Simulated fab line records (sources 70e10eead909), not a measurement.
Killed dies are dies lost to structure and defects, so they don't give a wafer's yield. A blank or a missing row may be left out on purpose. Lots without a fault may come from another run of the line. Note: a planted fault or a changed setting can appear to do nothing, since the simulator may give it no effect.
fab line records	flow nandHarc
record: lots: 13	wafers: 39	lastDay: 33
route steps=1302 shown P_CONTACT@219 P_M0@264 END@1302
lots that met no fault: taken from a fault-free run of the same line
startH: hours from the record's first day to the start of the lot's first wafer shown	waitH: how many hours have passed since the lot's step before this one	" same as the row above	L1.1+2: several wafers, shown together as one row	- no value, or no start was given	* or withheld: withheld	< > ~ a bound
route shown NAME@n: names a module that has steps shown in the file, with the first one's number in the route	usual: average and standard deviation across the fault-free wafers	same: alike in all rows	chamber/n: place in a boat	sites: per-site readings	_std_site: the values' standard deviation	_edge_site: mean of outer sites minus mean of inner sites	radiusMm: how far each site lies from the wafer's centre	mask NAME#n: copy n	behind: the most recent tool/chamber to have shaped the wafer	hold: what put the lot on hold/how long, in hours/how the hold closed	device: names the non-switching transistor (n, p or np)	end of line: the same wafers' tests at the end of the route	step lacking rows: just its recipe	killed: count of dies lost to structure and defects at first sort (not the wafer's yield)	map: the dies of a wafer, with x for killed, . for not killed, _ for no die there
set.NAME: the run value of the setting; set.NAME@STEP: its run value at that earlier step	model.NAME: the simulator's own value behind a step, which no gauge read
the route's steps for a sample of lots (tables are steps, rows are wafers)
services: from which hour (startH, from the record's first day; less than 0 if before it) a tool's chamber was out of use, for how many hours, and why
== steps ==
step: NHARC_P_CONTACT_CMP_01
recipe: targetThkNm: 200	material: SiO2
usual: motorCurrentA: 11.7/1.1
lot.wafer	tool	chamber	startH	waitH	motorCurrentA
L595.2	cmp-01	3	111.58	-	9.8
L595.4	"	0	"	"	10.9
L595.1	"	1	"	"	11.1
L598.3	cmp-01	0	146.53	-	10.6
L598.2	"	1	"	"	10.8
L598.6	"	2	"	"	11.5
L599.1	cmp-03	0	155.11	-	12.5
L599.3	"	3	"	"	12.8
L599.5	"	1	"	"	11.2
L601.3	cmp-04	3	180.01	-	14.0
L601.1	"	1	"	"	12.0
L601.5	"	2	"	"	10.7
L603.4	cmp-04	1	197.69	-	11.3
L603.1	"	2	"	"	10.9
L603.6	"	1	"	"	11.8
L606.3	cmp-04	3	226.89	-	14.2
L606.2	"	1	"	"	12.0
L606.1	"	2	"	"	11.1
L605.3	cmp-03	3	227.27	-	12.7
L605.2	"	0	"	"	12.3
L605.5	"	3	"	"	12.5
L607.3	cmp-01	2	237.68	-	11.3
L607.6	"	1	"	"	10.6
L607.5	"	2	"	"	11.2
L609.4	cmp-03	0	258.91	0.5	12.4
L609.5	"	2	"	"	10.8
L609.6	"	3	"	"	13.1
L610.3	cmp-03	2	271.06	-	11.4
L610.1	"	3	"	"	12.7
L610.6	"	1	"	"	10.9
L613.2	cmp-03	0	300.27	-	12.5
L613.1	"	1	"	"	11.2
L613.3	"	2	"	"	10.8
L616.3	cmp-03	1	323.70	-	11.2
L616.2	"	3	"	"	12.9
L616.6	"	2	"	"	11.0
L617.1	cmp-04	0	339.53	-	12.3
L617.2	"	1	"	"	12.6
L617.6	"	2	"	"	10.7
step: NHARC_P_CONTACT_ETCH_18
recipe: targetDepthA: 4810	timeS: 240.5	c4f8FlowSccm: 20	o2FlowSccm: 10	arFlowSccm: withheld	rfW: 600	biasW: 1500	chemistry: C4F8/O2/Ar
usual: oesProductAu: 0.962/0.021	rfVppV: 976/4.8
lot.wafer	tool	chamber	startH	waitH	oesProductAu	rfHoursCounterH	rfVppV
L595.1	rieDiel-13	3	-	-	0.932	6.0	979
L595.4	"	0	"	"	0.952	7.3	978
L595.2	"	1	"	"	0.979	8.3	981
L598.2	rieDiel-13	1	-	-	0.984	10.4	981
L598.3	"	2	"	"	0.987	10.1	972
L598.6	"	1	"	"	0.976	-	980
L599.1	rieDiel-03	3	-	-	0.948	0.9	974
L599.3	"	0	"	"	0.960	1.0	974
L599.5	"	2	"	"	0.965	-	968
L601.1	rieDiel-13	3	-	-	0.966	0.3	979
L601.3	"	1	"	"	1.002	0.5	981
L601.5	"	2	"	"	0.985	-	971
L603.1	rieDiel-02	0	-	-	0.963	2.7	984
L603.4	"	1	"	"	0.928	2.9	969
L603.6	"	0	"	"	0.976	-	983
L606.1	rieDiel-03	1	-	-	0.974	2.9	968
L606.2	"	3	"	"	0.941	2.2	973
L606.3	"	0	"	"	0.965	2.5	973
L605.3	rieDiel-13	2	-	-	0.983	2.1	971
L605.2	"	3	"	"	0.968	2.2	979
L605.5	"	2	"	"	0.981	-	973
L607.3	rieDiel-02	1	-	-	0.970	0.5	970
L607.5	"	0	"	"	0.993	-	984
L607.6	"	1	"	"	0.969	-	970
L609.4	rieDiel-02	1	-	-	0.963	1.2	972
L609.5	"	2	"	"	0.956	-	974
L609.6	"	3	"	"	0.967	-	981
L610.3	rieDiel-03	0	-	-	0.962	3.7	972
L610.1	"	1	"	"	0.978	4.2	970
L610.6	"	3	"	"	0.956	-	973
L613.2	rieDiel-02	3	-	-	0.962	2.8	981
L613.3	"	1	"	"	0.937	3.0	970
L613.1	"	2	"	"	0.936	3.2	975
L616.3	rieDiel-02	0	-	-	0.937	3.5	984
L616.2	"	1	"	"	0.921	3.7	970
L616.6	"	1	"	"	0.912	-	968
L617.1	rieDiel-13	2	-	-	0.987	7.7	971
L617.2	"	3	"	"	0.969	8.6	979
L617.6	"	0	"	"	0.972	-	978
step: NHARC_P_CONTACT_ALD_22
recipe: targetThkA: 30	pulseTimeS: 1	aldCycles: 150	tempC: 450	material: TiN
usual: aldCycles: 150/0	heaterPowerW: 1074/76	precursorPulseHeightRel: 0.998/0.021	susceptorTempC: 450.00/0.24
same: pulseTimeS: 1
lot.wafer	tool	chamber	startH	waitH	aldCycles	heaterPowerW	precursorPulseHeightRel	susceptorTempC
L595.1	aldMetal-02	1	114.49	-	150	997	0.989	450.04
L595.4	"	2	"	"	150	1148	0.977	450.13
L595.2	"	3	"	"	150	1055	0.991	449.46
L598.2	aldMetal-03	2	149.33	-	150	1059	1.006	450.38
L598.3	"	3	"	"	150	1046	0.971	449.95
L598.6	"	1	"	"	150	1090	0.989	449.95
L599.1	aldMetal-04	1	157.84	-	150	1108	1.006	450.00
L599.3	"	3	"	"	150	1169	0.978	449.70
L599.5	"	1	"	"	150	1153	1.023	450.46
L601.3	aldMetal-03	1	182.70	-	150	1103	0.986	450.41
L601.1	"	0	"	"	150	972	0.985	450.23
L601.5	"	2	"	"	150	1037	1.003	450.26
L603.4	aldMetal-02	1	200.53	-	150	969	0.978	449.93
L603.1	"	3	"	"	150	1077	0.996	449.69
L603.6	"	1	"	"	150	977	1.017	449.97
L606.1	aldMetal-02	2	229.74	-	150	1158	1.005	450.43
L606.3	"	0	"	"	150	1063	0.963	450.47
L606.2	"	1	"	"	150	993	0.981	450.39
L605.2	aldMetal-04	0	230.11	-	150	996	1.015	449.94
L605.3	"	1	"	"	150	1120	1.019	449.62
L605.5	"	0	"	"	150	1016	0.997	449.92
L607.3	aldMetal-04	1	240.49	-	150	1134	1.016	450.21
L607.5	"	1	"	"	150	1129	1.008	449.88
L607.6	"	2	"	"	150	1189	0.995	449.97
L609.4	aldMetal-03	3	261.64	-	150	1014	0.984	450.00
L609.5	"	0	"	"	150	987	0.975	449.70
L609.6	"	1	"	"	150	1004	0.964	449.94
L610.3	aldMetal-03	2	273.87	-	150	1063	1.036	450.09
L610.1	"	3	"	"	150	1016	1.015	450.14
L610.6	"	2	"	"	150	1059	1.004	449.73
L613.2	aldMetal-03	1	303.11	-	69	1033	1.008	450.15
L613.3	"	2	"	"	69	1051	0.973	449.86
L613.1	"	3	"	"	69	1044	1.005	449.62
L616.2	aldMetal-03	0	326.41	-	69	962	0.995	450.18
L616.3	"	3	"	"	69	1062	1.002	449.98
L616.6	"	1	"	"	69	1010	0.966	450.06
L617.2	aldMetal-02	0	342.23	-	150	1023	0.973	450.18
L617.1	"	2	"	"	150	1173	0.975	450.25
L617.6	"	0	"	"	150	1043	1.034	450.00
step: NHARC_P_M0_OVL_MEAS_10
recipe: pitchNm: 180
usual: overlayXNm: -0.1/1	overlayYNm: 0.0/0.78
lot.wafer	tool	chamber	startH	waitH	overlayXNm	overlayYNm
L595.1	overlay-01	-	116.61	-	-0.9	-0.2
L595.2	"	-	"	"	-1.4	-0.2
L595.4	"	-	"	"	-1.1	-0.3
L598.2	overlay-01	-	151.56	-	0.0	0.8
L598.3	"	-	"	"	-0.2	0.8
L598.6	"	-	"	"	0.1	0.7
L599.1	overlay-02	-	159.94	-	-0.5	-1.5
L599.3	"	-	"	"	-0.5	-1.3
L599.5	"	-	"	"	0.3	-1.2
L601.1	overlay-01	-	184.93	-	0.6	1.5
L601.3	"	-	"	"	1.1	1.5
L601.5	"	-	"	"	1.2	1.5
L603.1	overlay-02	-	202.78	-	-1.7	0.0
L603.4	"	-	"	"	-1.9	-0.5
L603.6	"	-	"	"	-1.8	-0.2
L606.1	overlay-01	-	232.12	-	-0.5	-0.7
L606.2	"	-	"	"	-0.1	-0.1
L606.3	"	-	"	"	-0.8	-0.3
L605.2	overlay-02	-	232.39	-	-0.5	-0.4
L605.3	"	-	"	"	-0.1	-0.3
L605.5	"	-	"	"	-1.0	-0.9
L607.3	overlay-02	-	242.74	-	1.0	1.3
L607.5	"	-	"	"	0.5	1.7
L607.6	"	-	"	"	0.4	1.2
L609.4	overlay-01	-	263.83	-	2.3	-1.0
L609.5	"	-	"	"	1.7	-0.9
L609.6	"	-	"	"	1.7	-0.8
L610.1	overlay-02	-	276.11	-	1.2	0.4
L610.3	"	-	"	"	0.7	1.3
L610.6	"	-	"	"	1.0	0.9
L617.1	overlay-02	-	344.34	-	1.3	-0.1
L617.2	"	-	"	"	1.7	0.0
L617.6	"	-	"	"	1.3	-0.6
step: NHARC_END_SORT_01
recipe: tempC: 25
usual: killedAtArray: 55/20	killedAtOther: 1.1/1.2	killedAtPeriphery: 3.8/2.8	killedDies: 60/19	killedOpen: 3.4/1.9	killedShort: 2.2/1.5
same: grossDies: 677
lot.wafer	tool	chamber	startH	waitH	hold	killedAtArray	killedAtOther	killedAtPeriphery	killedDies	killedOpen	killedShort
L595.1	prober-01	0	547.17	2.5	-	40	1	4	45	4	2
L595.2	prober-01	0	547.98	2.8	-	55	2	2	59	2	3
L595.4	prober-01	0	549.58	3.4	-	46	2	3	51	2	2
L598.2	prober-01	0	575.36	2.8	-	61	0	10	71	6	2
L598.3	prober-01	0	576.16	3.1	-	49	0	6	55	4	3
L598.6	prober-01	0	578.55	4.0	-	58	0	12	70	7	3
L599.1	prober-01	0	592.27	2.5	-	61	0	4	65	3	3
L599.3	prober-01	0	593.89	3.1	-	70	0	3	73	3	3
L599.5	prober-01	0	595.51	3.7	-	61	0	1	62	3	1
L603.1	prober-01	0	633.22	2.5	-	104	0	3	107	1	4
L603.4	prober-01	0	635.65	3.4	-	82	1	2	85	4	2
L603.6	prober-01	0	637.28	4.1	-	108	1	0	109	5	1
L601.1	prober-01	0	641.12	2.5	-	51	1	4	56	4	1
L601.3	prober-01	0	642.75	3.1	-	65	1	5	71	7	1
L601.5	prober-01	0	644.37	3.7	-	60	1	3	64	4	1
L606.1	prober-02	0	662.90	2.5	-	58	1	3	62	3	4
L606.2	prober-02	0	663.70	2.8	-	52	1	6	59	1	3
L606.3	prober-02	0	664.49	3.1	-	46	2	10	58	6	4
L605.2	prober-02	0	683.77	2.8	-	37	0	5	42	4	2
L605.3	prober-02	0	684.58	3.1	-	31	1	3	35	5	0
L605.5	prober-02	0	686.20	3.7	-	49	1	5	55	6	4
L607.3	prober-01	0	693.82	3.1	-	26	1	1	28	3	3
L607.5	prober-01	0	695.41	3.7	-	21	0	2	23	4	3
L607.6	prober-01	0	696.20	4.0	-	20	0	5	25	2	1
L610.1	prober-02	0	705.32	2.5	-	79	0	4	83	4	2
L610.3	prober-02	0	706.92	3.1	-	75	0	6	81	3	0
L610.6	prober-02	0	709.32	4.0	-	81	0	0	81	1	2
L609.4	prober-02	0	719.16	3.4	-	52	1	9	62	2	3
L609.5	prober-02	0	719.96	3.7	-	43	0	1	44	0	4
L609.6	prober-02	0	720.77	4.0	-	38	5	2	45	0	2
L613.1	prober-01	0	759.72	2.5	awaitDispo/1.5h/scrap	46	2	629	677	3	3
L613.2	prober-01	0	760.52	2.8	awaitDispo/1.5h/scrap	59	1	617	677	5	2
L613.3	prober-01	0	761.33	3.1	awaitDispo/1.5h/scrap	46	0	631	677	3	1
L616.2	prober-02	0	767.84	2.8	awaitDispo/1.0h/scrap	36	0	641	677	2	0
L616.3	prober-02	0	768.64	3.1	awaitDispo/1.0h/scrap	40	0	637	677	6	2
L616.6	prober-02	0	771.06	4.0	awaitDispo/1.0h/scrap	46	0	631	677	5	3
L617.1	prober-02	0	781.25	2.5	-	29	1	5	35	7	3
L617.2	prober-02	0	782.05	2.8	-	20	0	4	24	3	4
L617.6	prober-02	0	785.24	4.0	-	17	1	2	20	5	2
killed by level:class
L595.1 A_CHANNEL_HOLE_D1:chamberFilmFlake=27 A_CHANNEL_HOLE_D2:chamberFilmFlake=5 A_CHANNEL_FILL_D2:chamberFilmFlake=2 A_STAIRCASE:chamberFilmFlake=2 P_STI:geometricParticle:short=1 P_M0:geometricParticle:open=1 P_M0:geometricParticle:short=1 A_SOURCE_PLATE:geometricParticle:open=1
L595.2 A_CHANNEL_HOLE_D1:chamberFilmFlake=34 A_CHANNEL_HOLE_D2:chamberFilmFlake=6 A_CONTACT:chamberFilmFlake=6 A_CHANNEL_FILL_D1:geometricParticle:short=2 THIN_TSV:chamberFilmFlake=2 A_CHANNEL_FILL_D2:chamberFilmFlake=2 A_WL_FILL:chamberFilmFlake=2 A_ONON_D2:geometricParticle:open=1
L595.4 A_CHANNEL_HOLE_D1:chamberFilmFlake=26 A_CONTACT:chamberFilmFlake=6 A_CHANNEL_HOLE_D2:chamberFilmFlake=4 P_CONTACT:chamberFilmFlake=2 A_CHANNEL_FILL_D2:chamberFilmFlake=2 A_STAIRCASE:chamberFilmFlake=2 THIN_TSV:chamberFilmFlake=2 P_M2:geometricParticle:open=1
L598.2 A_CHANNEL_HOLE_D1:chamberFilmFlake=33 A_CHANNEL_HOLE_D2:chamberFilmFlake=8 A_CONTACT:chamberFilmFlake=6 P_M2:chamberFilmFlake=5 A_STAIRCASE:chamberFilmFlake=3 A_WL_FILL:chamberFilmFlake=3 P_CONTACT:geometricParticle:open=2 A_M0:geometricParticle:open=2
L598.3 A_CHANNEL_HOLE_D1:chamberFilmFlake=26 P_M2:chamberFilmFlake=5 A_CHANNEL_HOLE_D2:chamberFilmFlake=5 A_STAIRCASE:chamberFilmFlake=3 A_CONTACT:chamberFilmFlake=3 A_CHANNEL_FILL_D1:chamberFilmFlake=2 A_CHANNEL_FILL_D2:chamberFilmFlake=2 P_CONTACT:geometricParticle:short=1
L598.6 A_CHANNEL_HOLE_D1:chamberFilmFlake=30 A_CHANNEL_HOLE_D2:chamberFilmFlake=10 P_M2:chamberFilmFlake=6 P_GATE:chamberFilmFlake=3 A_STAIRCASE:chamberFilmFlake=3 A_ONON_D1:geometricParticle:short=2 A_CHANNEL_FILL_D2:chamberFilmFlake=2 A_CHANNEL_HOLE_D2:geometricParticle:open=2
L599.1 A_CHANNEL_HOLE_D1:chamberFilmFlake=23 A_CHANNEL_HOLE_D2:chamberFilmFlake=18 A_STAIRCASE:chamberFilmFlake=5 A_CONTACT:chamberFilmFlake=4 A_M0:chamberFilmFlake=4 A_WL_FILL:geometricParticle:short=2 P_STI:chamberFilmFlake=2 A_CHANNEL_FILL_D1:chamberFilmFlake=2
L599.3 A_CHANNEL_HOLE_D2:chamberFilmFlake=27 A_CHANNEL_HOLE_D1:chamberFilmFlake=23 A_STAIRCASE:chamberFilmFlake=9 A_CHANNEL_FILL_D2:geometricParticle:open=2 A_WL_FILL:geometricParticle:short=2 P_ZERO_WELL:chamberFilmFlake=2 A_CONTACT:chamberFilmFlake=2 A_M0:chamberFilmFlake=2
L599.5 A_CHANNEL_HOLE_D1:chamberFilmFlake=23 A_CHANNEL_HOLE_D2:chamberFilmFlake=17 A_STAIRCASE:chamberFilmFlake=9 A_CONTACT:chamberFilmFlake=3 A_CHANNEL_FILL_D1:chamberFilmFlake=2 A_M0:chamberFilmFlake=2 A_ONON_D1:geometricParticle:open=1 A_CHANNEL_FILL_D1:geometricParticle:open=1
L603.1 A_CHANNEL_HOLE_D2:chamberFilmFlake=34 A_SLIT:chamberFilmFlake=32 A_CHANNEL_HOLE_D1:chamberFilmFlake=22 A_CONTACT:chamberFilmFlake=7 A_STAIRCASE:chamberFilmFlake=3 A_DECK1_JOINT:geometricParticle:short=2 A_CHANNEL_FILL_D2:chamberFilmFlake=2 P_GATE:geometricParticle:open=1
L603.4 A_SLIT:chamberFilmFlake=31 A_CHANNEL_HOLE_D2:chamberFilmFlake=22 A_CHANNEL_HOLE_D1:chamberFilmFlake=19 A_CONTACT:chamberFilmFlake=3 P_CONTACT:geometricParticle:open=1 A_CHANNEL_FILL_D1:geometricParticle:short=1 A_DECK1_JOINT:geometricParticle:open=1 A_CHANNEL_HOLE_D2:geometricParticle:open=1
L603.6 A_CHANNEL_HOLE_D1:chamberFilmFlake=33 A_CHANNEL_HOLE_D2:chamberFilmFlake=31 A_SLIT:chamberFilmFlake=28 A_CONTACT:chamberFilmFlake=5 A_M0:geometricParticle:open=2 A_STAIRCASE:chamberFilmFlake=2 A_WL_FILL:chamberFilmFlake=2 A_DECK1_JOINT:geometricParticle:short=1
L601.1 A_CHANNEL_HOLE_D1:chamberFilmFlake=26 A_CHANNEL_HOLE_D2:chamberFilmFlake=15 A_M1:geometricParticle:open=2 P_CONTACT:chamberFilmFlake=2 P_CONTACT:geometricParticle:open=1 A_CHANNEL_FILL_D2:geometricParticle:short=1 A_SGD_CUT:geometricParticle:open=1 P_GATE:chamberFilmFlake=1
L601.3 A_CHANNEL_HOLE_D1:chamberFilmFlake=28 A_CHANNEL_HOLE_D2:chamberFilmFlake=17 A_CONTACT:chamberFilmFlake=3 A_CHANNEL_FILL_D2:chamberFilmFlake=3 A_SLIT:chamberFilmFlake=3 P_CONTACT:geometricParticle:open=2 A_DECK1_JOINT:chamberFilmFlake=2 A_CHANNEL_HOLE_D1:geometricParticle:open=1
L601.5 A_CHANNEL_HOLE_D1:chamberFilmFlake=33 A_CHANNEL_HOLE_D2:chamberFilmFlake=10 A_CONTACT:chamberFilmFlake=3 A_STAIRCASE:chamberFilmFlake=3 A_WL_FILL:chamberFilmFlake=3 A_DECK1_JOINT:chamberFilmFlake=2 A_CHANNEL_FILL_D2:chamberFilmFlake=2 P_GATE:geometricParticle:open=1
L606.1 A_CHANNEL_HOLE_D1:chamberFilmFlake=34 A_CONTACT:chamberFilmFlake=7 A_STAIRCASE:chamberFilmFlake=6 A_SLIT:chamberFilmFlake=2 P_M0:geometricParticle:short=1 A_DECK1_JOINT:geometricParticle:short=1 A_CHANNEL_FILL_D2:geometricParticle:short=1 A_SLIT:geometricParticle:short=1
L606.2 A_CHANNEL_HOLE_D1:chamberFilmFlake=29 A_CONTACT:chamberFilmFlake=11 P_STI:chamberFilmFlake=4 A_STAIRCASE:chamberFilmFlake=4 A_WL_FILL:geometricParticle:short=2 A_M0:chamberFilmFlake=2 A_CHANNEL_HOLE_D2:chamberFilmFlake=2 A_CHANNEL_HOLE_D2:geometricParticle:short=1
L606.3 A_CHANNEL_HOLE_D1:chamberFilmFlake=25 A_STAIRCASE:chamberFilmFlake=9 P_STI:chamberFilmFlake=6 A_CONTACT:chamberFilmFlake=5 P_M0:geometricParticle:open=2 THIN_TSV:chamberFilmFlake=2 P_M1:geometricParticle:open=1 P_M2:geometricParticle:short=1
L605.2 A_CHANNEL_HOLE_D2:chamberFilmFlake=13 A_CHANNEL_HOLE_D1:chamberFilmFlake=6 A_STAIRCASE:chamberFilmFlake=6 A_CONTACT:chamberFilmFlake=4 P_GATE:chamberFilmFlake=3 A_SLIT:chamberFilmFlake=2 A_WL_FILL:chamberFilmFlake=2 P_STI:geometricParticle:open=1
L605.3 A_CHANNEL_HOLE_D2:chamberFilmFlake=16 A_CONTACT:chamberFilmFlake=4 P_GATE:chamberFilmFlake=2 A_CHANNEL_HOLE_D1:chamberFilmFlake=2 A_STAIRCASE:chamberFilmFlake=2 A_WL_FILL:chamberFilmFlake=2 P_M0:geometricParticle:open=1 A_CHANNEL_FILL_D2:geometricParticle:open=1
L605.5 A_CHANNEL_HOLE_D2:chamberFilmFlake=14 A_BONDPAD:chamberFilmFlake=7 A_CHANNEL_HOLE_D1:chamberFilmFlake=5 A_SLIT:chamberFilmFlake=5 A_ONON_D2:geometricParticle:open=3 P_GATE:chamberFilmFlake=3 A_STAIRCASE:chamberFilmFlake=3 A_ZERO_WELL:chamberFilmFlake=2
L607.3 A_CHANNEL_HOLE_D1:chamberFilmFlake=6 A_CONTACT:chamberFilmFlake=6 A_SLIT:chamberFilmFlake=4 A_STAIRCASE:chamberFilmFlake=2 P_M1:geometricParticle:short=1 A_ONON_D2:geometricParticle:short=1 A_CHANNEL_FILL_D2:geometricParticle:open=1 A_SGD_CUT:geometricParticle:short=1
L607.5 A_CHANNEL_HOLE_D1:chamberFilmFlake=5 A_CONTACT:chamberFilmFlake=5 A_STAIRCASE:chamberFilmFlake=4 P_GATE:geometricParticle:open=1 P_M2:geometricParticle:open=1 A_ONON_D1:geometricParticle:short=1 A_ONON_D1:geometricParticle:open=1 A_CHANNEL_HOLE_D1:geometricParticle:short=1
L607.6 A_CHANNEL_HOLE_D1:chamberFilmFlake=5 A_STAIRCASE:chamberFilmFlake=5 A_SLIT:chamberFilmFlake=3 P_CONTACT:chamberFilmFlake=2 A_CHANNEL_HOLE_D2:chamberFilmFlake=2 A_CHANNEL_FILL_D2:chamberFilmFlake=2 P_GATE:geometricParticle:open=1 A_ONON_D1:geometricParticle:short=1
L610.1 A_SLIT:chamberFilmFlake=36 A_CHANNEL_HOLE_D1:chamberFilmFlake=32 A_DECK1_JOINT:geometricParticle:open=2 P_GATE:chamberFilmFlake=2 A_DECK1_JOINT:chamberFilmFlake=2 A_CONTACT:chamberFilmFlake=2 P_M0:geometricParticle:open=1 A_CHANNEL_FILL_D1:geometricParticle:short=1
L610.3 A_CHANNEL_HOLE_D1:chamberFilmFlake=38 A_SLIT:chamberFilmFlake=29 P_GATE:chamberFilmFlake=4 A_STAIRCASE:chamberFilmFlake=3 A_CHANNEL_FILL_D1:chamberFilmFlake=2 A_DECK1_JOINT:chamberFilmFlake=2 P_GATE:geometricParticle:open=1 P_CONTACT:geometricParticle:open=1
L610.6 A_SLIT:chamberFilmFlake=36 A_CHANNEL_HOLE_D1:chamberFilmFlake=36 A_CONTACT:chamberFilmFlake=2 A_CHANNEL_FILL_D1:geometricParticle:short=1 A_CHANNEL_FILL_D1:geometricParticle:open=1 A_ONON_D2:geometricParticle:short=1 A_ZERO_WELL:chamberFilmFlake=1 A_DECK1_JOINT:chamberFilmFlake=1
L609.4 A_CHANNEL_HOLE_D1:chamberFilmFlake=39 P_STI:chamberFilmFlake=4 A_SLIT:chamberFilmFlake=4 P_M2:chamberFilmFlake=2 A_CONTACT:chamberFilmFlake=2 P_M1:geometricParticle:open=1 A_ONON_D1:geometricParticle:open=1 A_ONON_D1:geometricParticle:short=1
L609.5 A_CHANNEL_HOLE_D1:chamberFilmFlake=28 A_DECK1_JOINT:chamberFilmFlake=4 A_SLIT:chamberFilmFlake=3 A_CONTACT:chamberFilmFlake=3 A_DECK1_JOINT:geometricParticle:short=2 A_ONON_D2:geometricParticle:short=1 A_WL_FILL:geometricParticle:short=1 P_M1:chamberFilmFlake=1
L609.6 A_CHANNEL_HOLE_D1:chamberFilmFlake=33 THIN_TSV:chamberFilmFlake=5 A_SLIT:chamberFilmFlake=2 A_CHANNEL_FILL_D1:geometricParticle:short=1 A_WL_FILL:geometricParticle:short=1 P_GATE:chamberFilmFlake=1 P_M1:chamberFilmFlake=1 A_DECK1_JOINT:chamberFilmFlake=1
L613.1 P_CONTACT:areaAld=627 A_CHANNEL_HOLE_D2:chamberFilmFlake=23 A_CHANNEL_HOLE_D1:chamberFilmFlake=8 A_SLIT:chamberFilmFlake=5 A_CONTACT:chamberFilmFlake=4 A_CHANNEL_FILL_D2:geometricParticle:short=2 THIN_TSV:chamberFilmFlake=2 P_M0:geometricParticle:open=1
L613.2 P_CONTACT:areaAld=615 A_CHANNEL_HOLE_D2:chamberFilmFlake=26 A_CHANNEL_HOLE_D1:chamberFilmFlake=9 A_SLIT:chamberFilmFlake=6 A_STAIRCASE:chamberFilmFlake=4 A_ZERO_WELL:chamberFilmFlake=2 A_CHANNEL_FILL_D2:chamberFilmFlake=2 A_WL_FILL:chamberFilmFlake=2
L613.3 P_CONTACT:areaAld=625 A_CHANNEL_HOLE_D2:chamberFilmFlake=21 A_CHANNEL_HOLE_D1:chamberFilmFlake=9 A_SLIT:chamberFilmFlake=6 P_GATE:chamberFilmFlake=4 A_CONTACT:chamberFilmFlake=4 A_ZERO_WELL:chamberFilmFlake=2 P_CONTACT:geometricParticle:short=1
L616.2 P_CONTACT:areaAld=633 A_CHANNEL_HOLE_D1:chamberFilmFlake=13 A_SLIT:chamberFilmFlake=8 P_STI:chamberFilmFlake=7 A_CONTACT:chamberFilmFlake=5 A_STAIRCASE:chamberFilmFlake=4 A_WL_FILL:chamberFilmFlake=2 A_CHANNEL_FILL_D1:geometricParticle:open=1
L616.3 P_CONTACT:areaAld=635 A_CHANNEL_HOLE_D1:chamberFilmFlake=14 A_CONTACT:chamberFilmFlake=9 A_STAIRCASE:chamberFilmFlake=3 A_SLIT:chamberFilmFlake=3 A_BLC:chamberFilmFlake=3 P_STI:chamberFilmFlake=2 A_CHANNEL_FILL_D1:geometricParticle:short=1
L616.6 P_CONTACT:areaAld=626 A_CHANNEL_HOLE_D1:chamberFilmFlake=18 A_STAIRCASE:chamberFilmFlake=7 A_CONTACT:chamberFilmFlake=6 A_SLIT:chamberFilmFlake=5 P_STI:chamberFilmFlake=3 P_M0:geometricParticle:open=2 A_CHANNEL_HOLE_D2:chamberFilmFlake=2
L617.1 A_SLIT:chamberFilmFlake=11 A_STAIRCASE:chamberFilmFlake=4 A_CHANNEL_HOLE_D1:chamberFilmFlake=3 A_WL_FILL:chamberFilmFlake=2 A_CONTACT:chamberFilmFlake=2 P_GATE:geometricParticle:open=1 P_CONTACT:geometricParticle:open=1 P_M1:geometricParticle:open=1
L617.2 A_SLIT:chamberFilmFlake=8 A_CONTACT:chamberFilmFlake=3 P_BONDPAD:chamberFilmFlake=2 A_STAIRCASE:chamberFilmFlake=2 P_M1:geometricParticle:short=1 P_M2:geometricParticle:open=1 A_ONON_D1:geometricParticle:short=1 A_ONON_D2:geometricParticle:short=1
L617.6 A_SLIT:chamberFilmFlake=6 A_CHANNEL_FILL_D1:chamberFilmFlake=2 P_CONTACT:geometricParticle:open=1 A_ONON_D1:geometricParticle:short=1 A_ONON_D1:geometricParticle:open=1 A_CHANNEL_FILL_D2:geometricParticle:open=1 A_CHANNEL_FILL_D2:geometricParticle:short=1 A_WL_FILL:geometricParticle:open=1
== services ==
tool	chamber	startH	hours	kind
cmp-04	-	91.85	1.3	repair
rieDiel-02	-	93.36	3.2	repair
aldMetal-03	1	99.72	15.6	repair
cmp-04	-	111.00	4.0	pm
cmp-04	-	115.36	3.3	repair
rieDiel-13	0	136.59	4.9	repair
cmp-03	-	162.29	4.0	pm
rieDiel-13	-	165.01	9.0	pm
rieDiel-02	0	174.63	1.2	repair
cmp-03	-	179.15	0.5	repair
rieDiel-02	-	186.42	0.4	repair
rieDiel-13	0	190.23	5.5	repair
cmp-03	-	199.28	0.4	repair
aldMetal-03	1	201.77	2.3	repair
aldMetal-03	-	212.00	10.0	pm
rieDiel-13	0	216.19	6.8	repair
rieDiel-02	-	216.70	9.0	pm
cmp-03	-	260.29	4.0	pm
rieDiel-13	0	283.41	4.2	repair
rieDiel-13	2	294.65	1.3	repair
cmp-03	-	304.92	0.5	repair
rieDiel-13	2	308.50	5.5	repair
rieDiel-02	1	331.10	1.5	repair
rieDiel-13	-	342.01	9.0	pm
== key ==
firstSign: step: NHARC_P_CONTACT_ALD_22	reading: aldCycles	direction: down	sigmas: 99+	usual: 150	struck: 69
effect: step: NHARC_END_SORT_01	reading: killedAtPeriphery	direction: up	sigmas: 99+	usual: 3.8	struck: 631
moreKillsBornAt: NHARC_P_CONTACT_ALD_22@aldMetal-03: 3761
metAt NHARC_P_CONTACT_ALD_22
struckLots L613,L616
laterRowsLeftOut L613.1,L613.2,L613.3,L616.2,L616.3,L616.6
testerLeftOut L613,L616
notActingAt NHARC_P_CONTACT_CMP_01,NHARC_P_CONTACT_ETCH_18,NHARC_P_M0_OVL_MEAS_10
onsetBetween 273.87 303.11
fault: kind: processParameterDrift	tool: aldMetal-03	chamber: -	onsetH: 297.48	steps: NHARC_P_CONTACT_ALD_22	channel: aldCycles	offset: -81	shape: step	endH: 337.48	actsIn: theseRecipesOnly	stated: 150
testerLeftOut: of these lots the tester's yield and bins aren't shown, on N5 and GAA mostly nor the transistor test; their killed dies are dies lost to structure and defects alone, not to doping, threshold or leakage, so they don't give the yield
laterRowsLeftOut: the simulator's readings of these wafers behind a module that went badly wrong aren't trusted and aren't shown, but for the sort
